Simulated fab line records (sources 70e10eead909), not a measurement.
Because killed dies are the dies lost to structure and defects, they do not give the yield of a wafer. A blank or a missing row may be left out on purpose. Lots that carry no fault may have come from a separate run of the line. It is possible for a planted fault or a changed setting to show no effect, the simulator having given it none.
Chamber matching || flow nand harc || 4 sister chambers for NHARC_A_STAIRCASE_CMP_472 on cmp-03
The step polishes SiO2. 4 wafers are shown with their chamber, then 11 later ones without.

## EACH WAFER AND ITS CHAMBER
{"wafer": "L089.1", "chamber": 0, "motor current A (A)": 11.4}
{"wafer": "L089.3", "chamber": 2, "motor current A (A)": 10.4}
{"wafer": "L089.5", "chamber": 1, "motor current A (A)": 12.3}
{"wafer": "L092.1", "chamber": 3, "motor current A (A)": 10.4}

## WAFERS WITHOUT THEIR CHAMBER
{"wafer": "L092.4", "motor current A (A)": 12.5}
{"wafer": "L092.5", "motor current A (A)": 12.4}
{"wafer": "L093.1", "motor current A (A)": 10.0}
{"wafer": "L093.4", "motor current A (A)": 11.7}
{"wafer": "L093.5", "motor current A (A)": 10.8}
{"wafer": "L095.2", "motor current A (A)": 11.8}
{"wafer": "L095.3", "motor current A (A)": 12.1}
{"wafer": "L095.6", "motor current A (A)": 10.7}
{"wafer": "L094.1", "motor current A (A)": 10.6}
{"wafer": "L094.2", "motor current A (A)": 9.9}
{"wafer": "L094.4", "motor current A (A)": 11.9}

## THE CHAMBER EACH PASSED THROUGH
{"wafer": "L092.4", "from the rows above": 1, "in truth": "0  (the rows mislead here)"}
{"wafer": "L092.5", "from the rows above": 1, "in truth": 1}
{"wafer": "L093.1", "from the rows above": "can't be placed: 2 or 3", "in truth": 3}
{"wafer": "L093.4", "from the rows above": "can't be placed: 0 or 1", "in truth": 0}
{"wafer": "L093.5", "from the rows above": "can't be placed: 2 or 3 or 0", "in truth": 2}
{"wafer": "L095.2", "from the rows above": "can't be placed: 0 or 1", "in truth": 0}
{"wafer": "L095.3", "from the rows above": "can't be placed: 1 or 0", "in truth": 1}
{"wafer": "L095.6", "from the rows above": "can't be placed: 2 or 3 or 0", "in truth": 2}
{"wafer": "L094.1", "from the rows above": "can't be placed: 2 or 3 or 0", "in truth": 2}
{"wafer": "L094.2", "from the rows above": "can't be placed: 2 or 3", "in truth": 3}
{"wafer": "L094.4", "from the rows above": "can't be placed: 1 or 0", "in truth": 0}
Correct placement for 1 of the 11. Unplaceable from these rows: 9, with the true chamber sitting among the candidates in 9. Placed wrongly: 1.
How it was worked out, from the rows above alone: a wafer's distance from a chamber is the root of the sum, over the readings, of the square of ((its reading less the chamber's mean) divided by the reading's scatter). The wafer belongs to the nearest chamber; if the next one is less than 2 further off, it can't be placed. A chamber's mean is the mean of its shown wafers. The scatter: root of mean squared gap, hidden wafer to nearest shown wafer, with one shown wafer a chamber.
